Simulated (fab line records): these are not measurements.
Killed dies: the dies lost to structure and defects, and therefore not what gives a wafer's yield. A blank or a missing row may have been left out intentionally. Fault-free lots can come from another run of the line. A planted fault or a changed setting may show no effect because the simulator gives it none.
fab line records	flow nand_harc
record: lots: 7	wafers: 20	last_day: 32
route steps=1302 shown A_CHANNEL_HOLE_D1@455 END@1302
lots that met no fault: from a run of the same line without faults
start_h: the number of hours between the record's first day and the start of the first shown wafer of the lot	wait_h: time in hours since the lot's previous step	" as in the row above	L1.1+2: a single row standing in for several wafers	- value missing, or start not given	* or withheld: withheld	< > ~ a bound
route shown NAME@n: a module of which the file shows steps, and the number in the route of the first	usual: mean/standard deviation taken from wafers without a fault	same: alike in all rows	chamber/n: place in a boat	sites: the reading at each site	_std_site: how widely they spread, as a standard deviation	_edge_site: the outer-site mean with the inner-site mean subtracted	radius_mm: how far each site lies from the wafer's centre	mask NAME#n: copy n	behind: the tool/chamber that last shaped the wafer	hold: reason for holding the lot/hours on hold/outcome of the hold	device: whichever transistor did not switch (one of n, p or np)	end of line: the route-end tests of the same wafers	a step given without rows: its recipe and nothing more	killed: at the first sort, the dies lost to defects and structure; wafer yield is something else	map: the dies of a wafer, with x for killed, . for not killed, _ for no die there
set.NAME: the setting as run; set.NAME@STEP: as run at that earlier step	model.NAME: the simulator's own value behind a step, which no gauge read
lots at some steps of the route; a table a step, a row a wafer
services: when a tool's chamber went out of use (start_h, in hours from the record's first day, below 0 if earlier), for how many hours, and the reason
== steps ==
step: NHARC_A_CHANNEL_HOLE_D1_COAT_37
recipe: temp_c: 225	time_s: 65
step: NHARC_A_CHANNEL_HOLE_D1_COAT_04
recipe: spin_rpm: 1500	resist_thk_nm: 90
step: NHARC_A_CHANNEL_HOLE_D1_SOFTBAKE_05
recipe: temp_c: 105	time_s: 55
step: NHARC_A_CHANNEL_HOLE_D1_EBR_06
step: NHARC_A_CHANNEL_HOLE_D1_EXPOSE_07
recipe: na: 1.35	target_cd_nm: 100	sigma_outer: 0.3	dose_mj: 59.65	mask_id: HOLE_D1
step: NHARC_A_CHANNEL_HOLE_D1_PEB_08
recipe: peb_temp_c: 100	peb_time_s: 65
step: NHARC_A_CHANNEL_HOLE_D1_DEVELOP_09
recipe: develop_time_s: 35	dev_temp_c: 23
step: NHARC_A_CHANNEL_HOLE_D1_CD_MEAS_10
recipe: target_cd_nm: 100	landing_energy_ev: 500
usual: cd_nm: 100.1/0.51
lot.wafer	tool	chamber	start_h	wait_h	cd_nm
L892.4	cd_sem-02	0	205.20	-	100.5
L892.5	"	0	"	"	99.8
L892.6	"	0	"	"	100.3
L899.1	cd_sem-02	0	266.90	-	99.3
L899.5	"	0	"	"	100.4
L899.6	"	0	"	"	99.3
L898.1	cd_sem-01	0	268.68	-	100.6
L898.2	"	0	"	"	101.1
L898.5	"	0	"	"	100.9
L902.1	cd_sem-02	0	296.14	-	99.9
L902.2	"	0	"	"	100.0
L902.5	"	0	"	"	100.3
L904.1	cd_sem-01	0	324.06	-	100.6
L904.4	"	0	"	"	100.2
L904.6	"	0	"	"	100.7
L906.1	cd_sem-02	0	342.06	-	99.6
L906.3	"	0	"	"	99.2
L906.4	"	0	"	"	100.7
L908.1	cd_sem-01	0	359.69	-	100.3
L908.3	"	0	"	"	99.9
step: NHARC_A_CHANNEL_HOLE_D1_OVL_MEAS_11
usual: overlay_x_nm: 0.3/0.78	overlay_y_nm: 0.0/0.98
lot.wafer	tool	chamber	start_h	wait_h	overlay_x_nm	overlay_y_nm
L892.4	overlay-02	-	205.28	-	0.5	0.1
L892.5	"	-	"	"	0.3	-0.2
L892.6	"	-	"	"	0.9	-0.4
L899.1	overlay-01	-	266.98	-	-1.0	1.0
L899.5	"	-	"	"	-0.7	1.1
L899.6	"	-	"	"	-0.5	1.1
L898.1	overlay-01	-	268.77	-	0.3	-0.4
L898.2	"	-	"	"	0.0	0.4
L898.5	"	-	"	"	-0.8	0.2
L902.1	overlay-02	-	296.23	-	-0.1	1.5
L902.2	"	-	"	"	-0.1	1.4
L902.5	"	-	"	"	0.4	1.7
L904.1	overlay-01	-	324.15	-	1.7	0.8
L904.4	"	-	"	"	2.2	0.6
L904.6	"	-	"	"	1.8	0.7
L906.1	overlay-01	-	342.16	-	0.1	0.1
L906.3	"	-	"	"	-0.3	-0.3
L906.4	"	-	"	"	0.5	-0.3
L908.1	overlay-02	-	359.78	-	0.3	0.1
L908.3	"	-	"	"	0.1	-0.6
step: NHARC_A_CHANNEL_HOLE_D1_INSPECT_12
usual: raw_defect_count: 6/3
lot.wafer	tool	chamber	start_h	wait_h	raw_defect_count
L892.4	defect_inspect-01	-	205.32	0.0	6
L892.5	"	-	"	"	3
L892.6	"	-	"	"	5
L899.1	defect_inspect-01	-	267.02	0.0	13
L899.5	"	-	"	"	11
L899.6	"	-	"	"	12
L898.1	defect_inspect-01	-	268.80	0.0	4
L898.2	"	-	"	"	5
L898.5	"	-	"	"	3
L902.1	defect_inspect-02	-	296.26	0.0	11
L902.2	"	-	"	"	10
L902.5	"	-	"	"	5
L904.1	defect_inspect-02	-	324.19	0.0	10
L904.4	"	-	"	"	4
L904.6	"	-	"	"	11
L906.1	defect_inspect-01	-	342.19	0.0	5
L906.3	"	-	"	"	5
L906.4	"	-	"	"	6
L908.1	defect_inspect-01	-	359.82	0.0	8
L908.3	"	-	"	"	2
step: NHARC_A_CHANNEL_HOLE_D1_DESCUM_15
recipe: time_s: 3	o2_flow_sccm: 200	ar_flow_sccm: 0	bias_power_w: 0	chemistry: O2
usual: drypump_motor_current_A: 5.66/0.29	mfc_ar_sccm: 0.017/0.012	oes_product_au: 1.001/0.008	rf_vpp_V: 58.0/0.93	showerhead_plenum_p_Torr: 1.95/0.085	throttle_valve_pct: 11.312/0.0099
lot.wafer	tool	chamber	start_h	wait_h	drypump_motor_current_A	mfc_ar_sccm	oes_product_au	rf_hours_counter_h	rf_vpp_V	showerhead_plenum_p_Torr	throttle_valve_pct
L892.4	rie_diel-10	1	205.41	0.1	5.70	0	1.004	9	56.4	1.90	11.332
L892.6	"	2	"	"	5.54	0.024	1.005	-	58.8	2.05	11.307
L892.5	"	3	"	"	5.33	0.019	0.997	-	56.5	1.85	11.309
L899.1	rie_diel-10	0	267.08	0.1	5.63	0.030	1.008	1	58.3	2.00	11.302
L899.5	"	0	"	"	5.65	0.030	1.009	-	58.1	2.00	11.305
L899.6	"	2	"	"	5.53	0.024	1.006	-	59.2	2.05	11.326
L898.1	rie_diel-10	0	268.88	0.1	5.64	0.030	1.007	2	57.1	2.00	11.316
L898.2	"	2	"	"	5.53	0.024	1.005	2	58.8	2.05	11.297
L898.5	"	2	"	"	5.58	0.024	1.007	-	59.5	2.05	11.299
L902.1	rie_diel-10	2	296.32	0.1	5.54	0.024	1.007	5	58.3	2.05	11.311
L902.2	"	3	"	"	5.35	0.019	1.004	5	55.1	1.85	11.308
L902.5	"	3	"	"	5.35	0.019	1.006	-	57.3	1.85	11.311
L904.1	rie_diel-10	0	324.25	0.1	5.65	0.030	1.006	7	57.7	2.00	11.305
L904.4	"	1	"	"	5.72	0	1.007	5	58.7	1.90	11.315
L904.6	"	0	"	"	5.67	0.030	1.003	-	58.0	2.00	11.312
L906.4	rie_diel-10	0	342.25	0.1	5.63	0.030	0.997	9	58.1	2.00	11.324
L906.1	"	2	"	"	5.53	0.024	1.009	10	59.0	2.05	11.309
L906.3	"	3	"	"	5.37	0.019	1.015	9	58.1	1.85	11.328
L908.3	rie_diel-10	0	359.89	0.1	5.63	0.030	1.000	10	58.1	2.00	11.301
L908.1	"	2	"	"	5.55	0.024	1.005	11	59.6	2.05	11.322
step: NHARC_A_CHANNEL_HOLE_D1_ETCH_38
recipe: target_depth_a: 390	over_etch_frac: 0.3	time_s: 65	ion_energy_ev: 80	cf4_flow_sccm: 150	ar_flow_sccm: 0	rf_w: 300	bias_w: 100	chemistry: CF4
usual: drypump_motor_current_A: 5.65/0.29	mfc_ar_sccm: 0.017/0.012	oes_product_au: 1.002/0.0074	rf_vpp_V: 151.7/1.3	showerhead_plenum_p_Torr: 1.80/0.073	throttle_valve_pct: 13.284/0.0084
same: over_etch_frac: 0.3
lot.wafer	tool	chamber	start_h	wait_h	drypump_motor_current_A	mfc_ar_sccm	oes_product_au	rf_hours_counter_h	rf_vpp_V	showerhead_plenum_p_Torr	throttle_valve_pct
L892.4	rie_diel-10	2	205.48	0.1	5.52	0.024	1.009	9	153.0	1.89	13.286
L892.6	"	0	"	"	5.65	0.030	0.979	-	154.0	1.85	13.268
L892.5	"	1	"	"	5.70	0	1.003	-	151.2	1.76	13.286
L899.1	rie_diel-10	2	267.20	0.1	5.54	0.024	1.015	1	153.4	1.89	13.290
L899.5	"	0	"	"	5.64	0.030	1.005	-	150.9	1.85	13.274
L899.6	"	2	"	"	5.50	0.024	1.006	-	153.7	1.89	13.292
L898.2	rie_diel-10	2	268.97	0.1	5.53	0.024	1.009	2	153.4	1.89	13.288
L898.1	"	0	"	"	5.68	0.030	1.019	2	153.6	1.84	13.291
L898.5	"	0	"	"	5.71	0.030	0.991	-	153.6	1.84	13.301
L902.2	rie_diel-10	3	296.41	0.1	5.33	0.019	1.015	5	150.1	1.71	13.288
L902.1	"	1	"	"	5.69	0	0.997	2	151.3	1.76	13.284
L902.5	"	3	"	"	5.34	0.019	1.009	-	151.2	1.71	13.290
L904.4	rie_diel-10	3	324.34	0.1	5.34	0.019	1.003	8	152.8	1.71	13.275
L904.1	"	1	"	"	5.69	0	0.999	5	150.5	1.76	13.292
L904.6	"	2	"	"	5.56	0.024	0.999	-	154.2	1.89	13.290
L906.3	rie_diel-10	3	342.34	0.1	5.37	0.019	1.000	9	148.3	1.71	13.288
L906.1	"	0	"	"	5.65	0.030	1.000	9	152.5	1.84	13.267
L906.4	"	2	"	"	5.54	0.024	0.998	10	152.3	1.89	13.273
L908.1	rie_diel-10	2	359.97	0.1	5.52	0.024	0.998	11	152.9	1.88	13.280
L908.3	"	3	"	"	5.32	0.019	0.997	11	149.0	1.71	13.290
step: NHARC_A_CHANNEL_HOLE_D1_ETCH_39
recipe: target_depth_a: 2600	over_etch_frac: 0.3	time_s: 325	ion_energy_ev: 200	n2_flow_sccm: 150	h2_flow_sccm: 150	ar_flow_sccm: 0	rf_w: 400	bias_w: 150	chemistry: N2/H2
usual: drypump_motor_current_A: 5.66/0.29	mfc_ar_sccm: 0.017/0.012	oes_product_au: 1.003/0.0072	rf_vpp_V: 431.6/2.7	showerhead_plenum_p_Torr: 2.08/0.093	throttle_valve_pct: 14.170/0.0094
same: over_etch_frac: 0.3
lot.wafer	tool	chamber	start_h	wait_h	drypump_motor_current_A	mfc_ar_sccm	oes_product_au	rf_hours_counter_h	rf_vpp_V	showerhead_plenum_p_Torr	throttle_valve_pct
L892.4	rie_diel-10	3	205.60	-	5.35	0.019	1.002	10	428.0	1.97	14.185
L892.5	"	1	"	"	5.71	0	1.018	-	430.2	2.03	14.174
L892.6	"	2	"	"	5.53	0.024	1.014	-	433.4	2.19	14.185
L899.1	rie_diel-10	2	267.32	-	5.50	0.024	1.000	1	435.0	2.19	14.172
L899.5	"	0	"	"	5.65	0.030	0.998	-	433.1	2.14	14.164
L899.6	"	2	"	"	5.53	0.024	0.999	-	434.1	2.19	14.177
L898.1	rie_diel-10	2	269.10	-	5.54	0.024	1.007	2	434.9	2.19	14.167
L898.2	"	3	"	"	5.36	0.019	1.018	2	429.3	1.97	14.156
L898.5	"	0	"	"	5.71	0.030	1.007	-	433.9	2.14	14.168
L902.1	rie_diel-10	2	296.50	-	5.53	0.024	1.004	5	434.4	2.19	14.164
L902.2	"	3	"	"	5.37	0.019	1.008	5	429.9	1.97	14.167
L902.5	"	3	"	"	5.37	0.019	1.018	-	428.6	1.97	14.182
L904.1	rie_diel-10	1	324.43	-	5.71	0	0.999	5	428.6	2.02	14.158
L904.4	"	3	"	"	5.35	0.019	1.008	8	428.8	1.97	14.177
L904.6	"	1	"	"	5.70	0	0.845	-	429.6	2.03	14.186
L906.1	rie_diel-10	3	342.43	-	5.33	0.019	1.005	10	427.7	1.96	14.138
L906.3	"	0	"	"	5.68	0.030	0.857	9	433.6	2.13	14.169
L906.4	"	1	"	"	5.71	0	1.002	6	431.0	2.02	14.173
L908.3	rie_diel-10	2	360.06	-	5.55	0.024	0.846	11	432.8	2.19	14.169
L908.1	"	1	"	"	5.70	0	1.002	7	429.8	2.02	14.173
step: NHARC_A_CHANNEL_HOLE_D1_ETCH_34
recipe: target_depth_a: 1540	time_s: 77	cf4_flow_sccm: 100	chf3_flow_sccm: 30	ar_flow_sccm: 0	rf_w: 500	bias_w: 200	chemistry: CF4/CHF3
usual: drypump_motor_current_A: 5.66/0.29	mfc_ar_sccm: 0.017/0.012	oes_product_au: 0.941/0.02	rf_vpp_V: 371.6/2.2	showerhead_plenum_p_Torr: 1.61/0.064	throttle_valve_pct: 16.802/0.0097
lot.wafer	tool	chamber	start_h	wait_h	drypump_motor_current_A	mfc_ar_sccm	oes_product_au	rf_hours_counter_h	rf_vpp_V	showerhead_plenum_p_Torr	throttle_valve_pct
L892.4	rie_diel-10	1	-	-	5.70	0	0.930	9	371.7	1.56	16.805
L892.5	"	1	"	"	5.70	0	0.926	-	369.5	1.57	16.794
L892.6	"	2	"	"	5.56	0.024	0.928	-	374.4	1.68	16.805
L899.1	rie_diel-10	2	-	-	5.53	0.024	0.955	1	374.1	1.68	16.806
L899.6	"	0	"	"	5.65	0.030	0.966	-	373.8	1.64	16.795
L899.5	"	3	"	"	5.34	0.019	0.968	-	371.9	1.52	16.791
L898.2	rie_diel-10	3	-	-	5.34	0.019	0.974	2	369.9	1.52	16.810
L898.1	"	0	"	"	5.63	0.030	0.964	2	373.7	1.64	16.808
L898.5	"	0	"	"	5.59	0.030	0.966	-	371.1	1.64	16.805
L902.2	rie_diel-10	0	-	-	5.64	0.030	0.985	5	373.0	1.64	16.807
L902.1	"	1	"	"	5.69	0	0.994	2	371.2	1.56	16.804
L902.5	"	2	"	"	5.53	0.024	0.967	-	372.9	1.68	16.799
L904.1	rie_diel-10	2	-	-	5.53	0.024	0.983	9	373.2	1.68	16.804
L904.4	"	3	"	"	5.33	0.019	0.978	8	369.8	1.52	16.804
L904.6	"	1	"	"	5.72	0	0.961	-	369.3	1.56	16.806
L906.4	rie_diel-10	0	-	-	5.63	0.030	0.916	9	372.9	1.64	16.813
L906.1	"	1	"	"	5.73	0	0.914	6	370.9	1.56	16.799
L906.3	"	2	"	"	5.52	0.024	0.916	10	374.9	1.68	16.813
L908.3	rie_diel-10	1	-	-	5.69	0	0.927	7	370.6	1.56	16.797
L908.1	"	2	"	"	5.53	0.024	0.939	11	373.7	1.68	16.808
step: NHARC_END_SORT_01
recipe: temp_c: 25
usual: killed_at_array: 59/19	killed_at_other: 0.6/0.85	killed_at_periphery: 3.8/2.5	killed_dies: 64/19	killed_open: 3.3/1.8	killed_short: 2.2/1.6
same: gross_dies: 677
lot.wafer	tool	chamber	start_h	wait_h	killed_at_array	killed_at_other	killed_at_periphery	killed_dies	killed_open	killed_short
L899.1	prober-02	0	644.58	2.5	57	1	4	62	1	1
L899.5	prober-02	0	647.79	3.7	52	1	1	54	1	3
L899.6	prober-02	0	648.60	4.0	53	2	1	56	0	2
L902.1	prober-01	0	689.45	2.5	45	1	0	46	3	1
L902.2	prober-01	0	690.25	2.8	59	0	2	61	2	3
L902.5	prober-01	0	692.66	3.7	53	0	3	56	2	2
L904.1	prober-02	0	707.15	2.5	32	0	8	40	5	1
L904.4	prober-02	0	709.57	3.4	48	2	4	54	4	4
L904.6	prober-02	0	711.19	4.0	132	2	5	139	4	0
L906.3	prober-02	0	737.79	3.1	130	0	5	135	0	2
L908.3	prober-01	0	763.35	3.1	216	0	1	217	4	0
killed by level:class
L899.1 A_SLIT:chamber_film_flake=35 A_CHANNEL_HOLE_D2:chamber_film_flake=6 A_CHANNEL_HOLE_D1:chamber_film_flake=5 A_WL_FILL:chamber_film_flake=4 P_ZERO_WELL:chamber_film_flake=3 A_ZERO_WELL:chamber_film_flake=2 A_CHANNEL_FILL_D1:chamber_film_flake=2 A_DECK1_JOINT:geometric_particle:open=1
L899.5 A_SLIT:chamber_film_flake=25 A_CHANNEL_HOLE_D2:chamber_film_flake=9 A_CHANNEL_HOLE_D1:chamber_film_flake=7 A_CHANNEL_FILL_D1:geometric_particle:short=3 A_STAIRCASE:chamber_film_flake=2 A_CHANNEL_FILL_D1:chamber_film_flake=2 A_WL_FILL:chamber_film_flake=2 A_SGD_CUT:geometric_particle:open=1
L899.6 A_SLIT:chamber_film_flake=28 A_CHANNEL_HOLE_D2:chamber_film_flake=15 A_STAIRCASE:chamber_film_flake=4 A_CHANNEL_HOLE_D1:chamber_film_flake=3 THIN_TSV:chamber_film_flake=2 A_ONON_D1:geometric_particle:short=1 A_WL_FILL:geometric_particle:short=1 P_ZERO_WELL:chamber_film_flake=1
L902.1 A_SLIT:chamber_film_flake=24 A_CONTACT:chamber_film_flake=8 A_CHANNEL_HOLE_D1:chamber_film_flake=6 A_CONTACT:geometric_particle:open=2 A_ZERO_WELL:chamber_film_flake=2 A_ONON_D1:geometric_particle:open=1 A_ONON_D2:geometric_particle:short=1 A_WL_FILL:chamber_film_flake=1
L902.2 A_SLIT:chamber_film_flake=36 A_CONTACT:chamber_film_flake=8 A_WL_FILL:chamber_film_flake=4 A_CHANNEL_HOLE_D1:chamber_film_flake=3 A_STAIRCASE:chamber_film_flake=3 P_M0:geometric_particle:open=1 A_DECK1_JOINT:geometric_particle:short=1 A_CHANNEL_HOLE_D2:geometric_particle:short=1
L902.5 A_SLIT:chamber_film_flake=30 A_CONTACT:chamber_film_flake=7 A_CHANNEL_HOLE_D1:chamber_film_flake=4 A_STAIRCASE:chamber_film_flake=3 A_WL_FILL:chamber_film_flake=2 A_CHANNEL_HOLE_D2:geometric_particle:short=1 A_CHANNEL_FILL_D2:geometric_particle:open=1 A_CHANNEL_FILL_D2:geometric_particle:short=1
L904.1 A_CHANNEL_HOLE_D2:chamber_film_flake=15 P_M0:chamber_film_flake=6 A_CHANNEL_HOLE_D1:chamber_film_flake=6 A_ONON_D2:geometric_particle:open=2 A_SLIT:chamber_film_flake=2 A_CONTACT:chamber_film_flake=2 P_CONTACT:geometric_particle:open=1 P_M0:geometric_particle:open=1
L904.4 A_CHANNEL_HOLE_D2:chamber_film_flake=18 A_CHANNEL_HOLE_D1:chamber_film_flake=13 A_SLIT:chamber_film_flake=4 P_M0:chamber_film_flake=3 A_CONTACT:chamber_film_flake=3 A_ONON_D2:geometric_particle:short=2 A_CHANNEL_FILL_D1:chamber_film_flake=2 THIN_TSV:chamber_film_flake=2
L904.6 A_CHANNEL_HOLE_D1:area_etch=95 A_CHANNEL_HOLE_D2:chamber_film_flake=22 A_CHANNEL_HOLE_D1:chamber_film_flake=6 P_ZERO_WELL:chamber_film_flake=2 P_M0:chamber_film_flake=2 A_SLIT:chamber_film_flake=2 A_CONTACT:chamber_film_flake=2 THIN_TSV:chamber_film_flake=2
L906.3 A_CHANNEL_HOLE_D1:area_etch=69 A_SLIT:chamber_film_flake=35 A_CHANNEL_HOLE_D1:chamber_film_flake=12 A_CONTACT:chamber_film_flake=7 P_GATE:chamber_film_flake=3 P_ZERO_WELL:chamber_film_flake=2 A_STAIRCASE:chamber_film_flake=2 A_WL_FILL:chamber_film_flake=2
L908.3 A_CHANNEL_HOLE_D1:area_etch=137 A_CHANNEL_HOLE_D1:chamber_film_flake=35 A_SLIT:chamber_film_flake=32 A_CHANNEL_FILL_D2:geometric_particle:open=2 A_DECK1_JOINT:chamber_film_flake=2 A_CHANNEL_FILL_D2:chamber_film_flake=2 A_STAIRCASE:chamber_film_flake=2 A_CONTACT:chamber_film_flake=2
map L904.6 (x killed, . not)
____________.____________
_________....xx._________
_______....x.x..xx_______
______.......xxxx..______
_____..x.....xxxx..._____
____....x....xxxxx...____
____.........xx.x.x.x____
___....x..x.xxx.x.x.x.___
___.........xxxx...x..___
__.x.x..x..x..xx.......__
__.....xx.....x..x.x..x__
_......x.x....x......xx._
_......xx..x.x.x..x....._
_......x.x.x.xx.xxxx.x.._
_.............xx.....xxx_
_......x..x............._
....x.xx....xx.....x.xx..
......x.x.xx.x.x.x.......
..........x...x.x..x.....
......x.....xx....x......
......x.x.x.x............
_.................x....._
_...xx.xx.xxx....x....x._
_.......x.........x....._
_.......x......x........_
_.....x...x............._
__..x....x.......x.....__
__....x..xx....x....x.x__
___......x.....x...x..___
___..x.........x.x....___
____..............x..____
____.................____
_____..............._____
______............x______
_______..........._______
_________......._________
____________.____________
map L906.3 (x killed, . not)
____________x____________
_________..xxxxx_________
_______..x.xxxxxxx_______
______......xxxx...______
_____xxxxxx..xxxxx.._____
____.......xxxxxx.x..____
____.x......xxxx.x...____
___.x.x..xx.xxxxxxx.x.___
___x....x..xxxxx.x..x.___
__x.........xx..x......__
__x.......xx.x.xxx....x__
_...x.........xx........_
_.x...........x.xx...x.._
_.x......xx............._
_x...x...x...xx...x.x..._
_............x.....x...._
....x...............x....
.........................
.x..x.x.......x......x...
...x.......x....x..x.....
...x.......xxx...........
_x........x..x.........._
_.....................x._
_x..x........x.........._
_..x...................._
_..x..........x........._
__xx..x................__
__...............x....x__
___x.............x....___
___.x....xx........x..___
____.................____
____.......x......x..____
_____.......x......._____
______........x....______
_______..........._______
_________......._________
____________.____________
== services ==
tool	chamber	start_h	hours	kind
rie_diel-10	-	194.77	0.6	repair
rie_diel-10	0	197.26	-	clean
rie_diel-10	1	197.26	-	clean
rie_diel-10	2	197.26	-	clean
rie_diel-10	3	197.26	-	clean
rie_diel-10	0	221.76	-	clean
rie_diel-10	1	221.76	-	clean
rie_diel-10	2	221.76	-	clean
rie_diel-10	3	221.76	-	clean
rie_diel-10	-	242.76	9.0	pm
rie_diel-10	0	242.76	9.0	vent_cycle
rie_diel-10	1	242.76	32.5	vent_cycle
rie_diel-10	2	242.76	9.0	vent_cycle
rie_diel-10	3	242.76	9.0	vent_cycle
rie_diel-10	0	251.76	-	clean
rie_diel-10	2	251.76	-	clean
rie_diel-10	3	251.76	-	clean
rie_diel-10	0	276.26	-	clean
rie_diel-10	1	276.26	-	clean
rie_diel-10	2	276.26	-	clean
rie_diel-10	3	276.26	-	clean
rie_diel-10	0	300.76	-	clean
rie_diel-10	1	300.76	-	clean
rie_diel-10	2	300.76	-	clean
== key ==
first_sign: step: NHARC_A_CHANNEL_HOLE_D1_ETCH_39	reading: oes_product_au	direction: down	sigmas: 21	usual: 1.003	struck: 0.850
effect: step: NHARC_END_SORT_01	reading: killed_dies	direction: up	sigmas: 5.4	usual: 64	struck: 164
more_kills_born_at: NHARC_A_CHANNEL_HOLE_D1_ETCH_39@rie_diel-10: 301
met_at NHARC_A_CHANNEL_HOLE_D1_ETCH_39
struck_wafers L904.6,L906.3,L908.3
tester_left_out L904,L906,L908
onset_between 296.50 324.43
fault: kind: process_parameter_drift	tool: rie_diel-10	chamber: -	onset_h: 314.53	steps: NHARC_A_CHANNEL_HOLE_D1_ETCH_39	channel: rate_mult	offset: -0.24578	shape: step	end_h: 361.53	scope: struck_wafers_only
tester_left_out: of these lots the tester's yield and bins aren't shown, on N5 and GAA mostly nor the transistor test; their killed dies are dies lost to structure and defects alone, not to doping, threshold or leakage, so they don't give the yield
